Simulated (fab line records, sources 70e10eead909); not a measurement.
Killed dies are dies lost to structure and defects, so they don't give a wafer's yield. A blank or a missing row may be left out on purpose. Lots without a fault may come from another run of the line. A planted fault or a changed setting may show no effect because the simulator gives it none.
One fault seen from 2 desks | flow nand_harc | each desk has only its own numbers; what lay behind them comes last

THE METROLOGY DESK
What the gauges read, lot by lot, whatever tool the lot ran on: means of the sampled wafers that have a number. A lot is out of limits, marked OUT, if its mean lies more than 4 standard deviations from the usual mean; the brackets give that distance.
Columns: A = thk_nm at NHARC_A_ONON_D1_THK_MEAS_02, usual 1001 nm
lot  | first seen here | A
L920 | day 7 03:02     | 1005
L921 | day 8 01:41     | 1020
L922 | day 8 01:41     | 989
L924 | day 8 13:19     | 1003
L923 | day 8 13:38     | 988
L925 | day 8 13:38     | 1017
L926 | day 9 00:20     | 995
L927 | day 9 07:33     | 1002
L930 | day 9 21:41     | 1001
L938 | day 11 21:27    | 1618 (+66) OUT
L939 | day 12 15:52    | 1625 (+67) OUT
L941 | day 12 15:52    | 1007
L940 | day 12 15:53    | 1009
L943 | day 12 20:52    | 985
This desk's finding: out of limits on L938, L939; first on L938, day 11 21:27 (thk_nm at NHARC_A_ONON_D1_THK_MEAS_02). In limits: L920, L921, L922, L924, L923, L925, L926, L927, L930, L941, L940, L943.

THE DEFECT DESK
What the inspections along the route counted, lot by lot: means of the sampled wafers that have a number. A lot is out of limits, marked OUT, if its mean lies more than 4 standard deviations from the usual mean; the brackets give that distance.
Columns: A = raw_defect_count at NHARC_A_ZERO_WELL_INSPECT_17, usual 13
lot  | first seen here | A
L920 | day 6 05:31     | 5
L921 | day 7 03:49     | 12
L922 | day 7 04:11     | 21
L923 | day 7 14:32     | 21
L924 | day 7 18:31     | 10
L925 | day 7 19:09     | 18
L926 | day 7 23:44     | 11
L927 | day 8 08:56     | 11
L930 | day 9 00:37     | 13
L938 | day 10 22:52    | 19
L940 | day 11 18:08    | 14
L939 | day 11 18:25    | 10
L941 | day 11 20:25    | 9
L943 | day 12 01:01    | 12
This desk's finding: nothing out of limits on any of the 14 lots.

PUT TOGETHER
The metrology desk could have raised an alarm at day 11 21:27, on L938, L939.
The defect desk saw nothing out of limits.
The defect desk has L938, L939 on record, within its limits.
Of the lots named, all ran NHARC_A_ONON_D1_DEP_00 on pecvd_onon-02.

WHAT THE SIMULATOR HAD PUT IN
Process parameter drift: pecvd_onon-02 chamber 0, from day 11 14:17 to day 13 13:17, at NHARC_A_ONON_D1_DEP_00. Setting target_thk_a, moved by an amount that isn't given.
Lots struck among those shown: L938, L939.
Hours from the fault's start to each desk's first reading out of limits: the metrology desk, 7.
